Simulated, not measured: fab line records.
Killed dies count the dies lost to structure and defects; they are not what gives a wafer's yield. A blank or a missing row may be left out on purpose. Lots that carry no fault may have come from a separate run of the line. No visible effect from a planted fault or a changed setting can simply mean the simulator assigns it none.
Chamber matching | flow nandHarc | rieSi-02 running NHARC_A_ZERO_WELL_ETCH_13: 4 sister chambers
The step etches the open film in HBr/Cl2, target depth 120 nm, time 40.1 s. 8 wafers are shown with their chamber, then 7 later ones without.

== WAFERS PAIRED WITH THEIR CHAMBERS ==
wafer  | chamber | oesProductAu (a.u.) | throttleValvePct (%)
L544.5 | 3       | 0.985               | 26.407
L545.4 | 2       | 0.997               | 26.402
L545.5 | 1       | 0.992               | 26.399
L548.3 | 0       | 1.001               | 26.406
L548.5 | 1       | 0.981               | 26.403
L548.6 | 2       | 0.995               | 26.405
L559.1 | 3       | 0.980               | 26.410
L559.3 | 0       | 1.029               | 26.383

== WAFERS MISSING THEIR CHAMBER ==
wafer  | oesProductAu (a.u.) | throttleValvePct (%)
L559.5 | 1.012               | 26.405
L561.1 | 0.996               | 26.416
L561.4 | 0.969               | 26.416
L561.5 | 1.025               | 26.396
L562.2 | 1.018               | 26.409
L562.3 | 1.008               | 26.399
L562.6 | 1.000               | 26.409

== WHICH CHAMBER EACH ONE RAN IN ==
wafer  | from the rows above               | in truth
L559.5 | can't be placed: 0 or 2 or 1 or 3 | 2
L561.1 | can't be placed: 2 or 3 or 1 or 0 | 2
L561.4 | can't be placed: 3 or 1 or 2      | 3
L561.5 | can't be placed: 0 or 2           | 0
L562.2 | can't be placed: 0 or 2 or 1 or 3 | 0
L562.3 | can't be placed: 0 or 2 or 1 or 3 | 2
L562.6 | can't be placed: 2 or 1 or 3 or 0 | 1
Correct placement for 0 of the 7. Can't be placed from these rows: 7 (the true chamber is among the candidates in 7). Wrongly placed: 0.
How it was worked out, from the rows above alone: a wafer's distance from a chamber is the root of the sum, over the readings, of the square of ((its reading less the chamber's mean) divided by the reading's scatter). The wafer belongs to the nearest chamber; if the next one is less than 2 further off, it can't be placed. A chamber's mean is the mean of its shown wafers. How the scatter is found: for the shown wafers, subtract from each reading the mean of its chamber, square and add these, divide the total by (wafers less chambers), then take the root.
